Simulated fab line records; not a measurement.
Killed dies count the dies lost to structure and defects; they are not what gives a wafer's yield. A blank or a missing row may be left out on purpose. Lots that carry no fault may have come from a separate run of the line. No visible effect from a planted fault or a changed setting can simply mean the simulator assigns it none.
Comparing a struck lot with a sound one ; flow n5Finfet ; 14 out of 1938 route steps
Sound: wafers L718.1, L718.3, L718.5. Wafers L711.2, L711.5, L711.6 were the ones struck. The cause is given at the end.
For every step that has rows: the tool of each side, followed by ch and its chambers, followed by its first start. Under that, the readings that differ: sound wafers ; struck wafers ; difference of the means ; sigmas: that difference in standard deviations of wafers without a fault.
alike: words and numbers the same on both sides, and readings whose means are apart by under 2 such deviations; not compared: readings that were withheld, readings missing a value for some wafer, numbers with overlapping values and no deviation given by the record, and bounds like >300 which may hide the same value.
Wherever a step has rows on one side only, a row that says differs or no value, or a row with sigmas, the two part there. Non-overlapping numbers with no deviation appear without sigmas and do not part them. A reading that every wafer of one side lacks parts them only if that side has two wafers or more.

N5_BEOL_M13_CMP_49: polishes, stops on SiOC, t overpolish 17.1 s, target thk 420 nm.
  sound on cmp-02 ch 0,2, day 15 17:44; struck on cmp-02 ch 1,2, day 14 22:28
  alike: barrierFieldEndpointS, motorCurrentA, overpolishRunS, slurryFlowMlMin
N5_BEOL_M13_THK_MEAS_50: measures by xrf.
  sound on filmMetro-01, day 15 18:00; struck on filmMetro-02, day 14 22:43
  alike: M13_THK
then, 1 step without rows for these wafers: N5_BEOL_M13_PRE_CLEAN_52 (time 15 s).
N5_BEOL_M13_DEP_53: deposits SiCN from 3MS/NH3, target thk 50 nm, time 17.8 s.
  sound on pecvd-02 ch 0,1,2, day 15 18:04; struck on pecvd-04 ch 0,1,2, day 14 22:47
  alike: showerheadPlenumPTorr, throttleValvePct
N5_BEOL_M13_RS_MEAS_54: measurement is done with a four-point probe.
  sound on filmMetro-01, day 15 18:08; struck on filmMetro-01, day 14 22:51
  alike: M13_RS
N5_BEOL_M13_INSPECT_55: inspects for defects (darkfield).
  sound on defectInspect-01, day 15 18:09; struck on defectInspect-01, day 14 22:52
  alike: rawDefectCount
N5_BEOL_M14_ILD_DEP_00: deposits SiO2 from TEOS/O2, target thk 1119.3 nm, time 237.4 s.
  sound on pecvd-04 ch 0,1,2, day 15 18:11; struck on pecvd-01 ch 0,1,2, day 14 22:55
  alike: heaterPowerW, showerheadPlenumPTorr, throttleValvePct
N5_BEOL_M14_THK_MEAS_01:
  sound on filmMetro-02, day 15 18:23; struck on filmMetro-02, day 14 23:06
  alike: M14_ILD_THK
then, 4 steps without rows for these wafers: N5_BEOL_M14_COAT_58 (time 60 s, resist thk 89 nm); N5_BEOL_M14_COAT_04 (resist thk 800 nm); N5_BEOL_M14_EBR_06; N5_BEOL_M14_SOFTBAKE_05 (time 60 s).
N5_BEOL_M14_EXPOSE_07: exposes mask V13.
  struck on krfScanner-02, day 14 23:22; sound on krfScanner-02 ch 0, day 15 18:31
  no value came back on the struck wafers for exposureDoseMJCm2, focusOffsetNm (nm), reticleTempC (C); on the sound wafers exposureDoseMJCm2 reads 57.7 57.7 57.8
  alike: mask
then, 1 step without rows for these wafers: N5_BEOL_M14_PEB_08 (peb time 90 s).

== WHERE THEY PART ==
Within this record, at N5_BEOL_M14_EXPOSE_07 only.

WHY: what had been put in by the simulator
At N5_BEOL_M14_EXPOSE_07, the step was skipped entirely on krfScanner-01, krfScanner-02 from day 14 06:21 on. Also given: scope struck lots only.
